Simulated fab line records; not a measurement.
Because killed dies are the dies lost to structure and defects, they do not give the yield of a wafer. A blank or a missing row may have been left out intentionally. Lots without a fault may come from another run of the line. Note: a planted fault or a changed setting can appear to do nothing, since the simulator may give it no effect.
Chamber matching	flow nand_harc	cmp-02 running NHARC_P_CONTACT_CMP_01: 4 sister chambers
The step polishes SiO2, target thk 200 nm. 16 wafers are shown with their chamber, then 8 later ones without.

== WAFERS WITH THEIR CHAMBER ==
wafer	chamber	motor_current_A (A)	edge_zone_pressure_frac
L074.3	2	14.4	1.010
L074.4	0	11.6	1.000
L074.6	0	12.4	1.003
L075.1	2	14.2	0.996
L075.2	0	12.0	1.005
L075.4	1	11.7	1.008
L084.1	0	11.5	0.995
L084.3	2	14.7	1.006
L084.6	2	14.8	0.996
L085.1	2	14.3	0.997
L085.2	1	11.3	1.004
L085.5	0	11.6	1.007
L086.2	3	13.2	0.993
L086.4	1	12.0	1.008
L086.6	3	13.2	0.998
L092.1	3	13.1	0.996

SIGNATURES (means of the wafers above)
reading	chamber 0	chamber 1	chamber 2	chamber 3	scatter within a chamber
motor_current_A	11.820	11.667	14.480	13.167	0.301
edge_zone_pressure_frac	1.00200	1.00667	1.00100	0.99567	0.00486
Rule: for a wafer and a chamber, the distance is found by dividing, reading by reading, the gap between the wafer's reading and the chamber's mean by the reading's scatter, squaring, summing and taking the root. If the next closest chamber is less than 2 further off than the closest, the wafer can't be placed; otherwise it belongs to the closest. How the scatter is found: for the shown wafers, subtract from each reading the mean of its chamber, square and add these, divide the total by (wafers less chambers), then take the root.

== WAFERS MISSING THEIR CHAMBER ==
wafer	motor_current_A (A)	edge_zone_pressure_frac
L092.3	14.1	1.008
L092.6	13.3	0.998
L093.1	11.6	1.006
L093.4	12.8	0.996
L093.6	12.9	1.001
L094.1	13.0	0.988
L094.2	11.9	1.003
L094.4	11.6	0.998

== CHAMBER TAKEN BY EACH ==
wafer	from the rows above	in truth
L092.3	2	2
L092.6	3	3
L093.1	can't be placed: 1 or 0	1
L093.4	3	3
L093.6	3	3
L094.1	3	3
L094.2	can't be placed: 0 or 1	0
L094.4	can't be placed: 0 or 1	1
Placed correctly: 5 of 8. Can't be placed from these rows: 3 (the true chamber is among the candidates in 3). Wrongly placed: 0.
